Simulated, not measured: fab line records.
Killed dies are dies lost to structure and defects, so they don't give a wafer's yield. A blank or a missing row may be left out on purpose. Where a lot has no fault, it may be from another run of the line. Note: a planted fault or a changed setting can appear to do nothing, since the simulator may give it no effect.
What tool caused it?	flow n5 finfet	at 1 step of a route of 1938, 24 lots with 72 wafers sampled

WHAT THE GAUGES SHOWED, per wafer
N5_GATE_CUT_OVL_MEAS_14. Usual: GATE_CUT_OVL 0.0 nm, standard deviation 0.72.
lot	measured	on	GATE_CUT_OVL (nm)	flag
L074	day 4 12:25	overlay-02	0.7 0.1 1.2	
L075	day 4 16:29	overlay-02	-0.8 -1.7 -0.6	
L076	day 4 23:18	overlay-02	-1.0 0.3 0.6	
L077	day 5 07:03	overlay-02	0.7 1.5 0.3	
L078	day 5 10:11	overlay-02	-1.5 -0.1 -0.6	
L079	day 5 20:30	overlay-01	0.8 1.2 1.2	
L080	day 5 22:57	overlay-01	0.6 0.4 0.6	
L081	day 6 10:43	overlay-01	-0.7 1.3 -0.3	
L082	day 6 14:13	overlay-01	0.1 2.0 0.6	
L083	day 6 17:21	overlay-01	0.1 -0.5 0.2	
L084	day 7 05:56	overlay-02	1.1 1.2 -0.2	
L085	day 7 09:05	overlay-01	0.6 0.1 0.6	
L086	day 7 15:20	overlay-01	1.1 -0.2 0.2	
L087	day 7 20:53	overlay-01	1.8 0.8 0.3	
L088	day 7 23:17	overlay-02	1.0 -0.1 0.2	
L089	day 8 05:14	overlay-02	-0.1 0.0 -1.1	
L090	day 8 11:26	overlay-01	-1.3 -0.1 -0.2	
L091	day 8 15:28	overlay-01	-1.7 -0.7 -0.8	
L092	day 9 02:24	overlay-02	0.1 -1.1 -0.5	
L093	day 9 08:15	overlay-01	0.1 -0.5 -0.6	
L094	day 9 12:56	overlay-01	0.0 0.4 0.5	
L095	day 9 23:04	overlay-02	0.2 -0.6 0.3	
L097	day 10 07:41	overlay-01	0.5 -0.2 -1.1	
L096	day 10 08:21	overlay-02	0.4 -0.2 -1.0	

WHAT TOOL EACH LOT RAN ON (gives the tool, then ch and the chambers of the sampled wafers, and finally the start)
No process step before these readings appears in the record.

WHAT THE TOOLS THEMSELVES READ (means of the sampled wafers that have a number; where no wafer has one, the mark that the record gives instead)
The record holds no such reading with a usual standard deviation.

THE ANSWER, worked out from the rows above alone
Rule: lot off if the mean of its wafers having a number is beyond 3 standard deviations from the usual mean. Also off: a lot with no number at a reading for which 4 or more lots have one. All remaining lots with rows at the step are treated as sound. The gauges are gone through in route order, then the tools' own readings, and for those a lot's mean is taken as printed above. At the first step where some lot is off, the reading lying furthest off is the one used; lots without a number count as furthest.
Nothing can be told from this: no lot is off at any reading shown.

WHAT THE SIMULATOR HAD INSERTED
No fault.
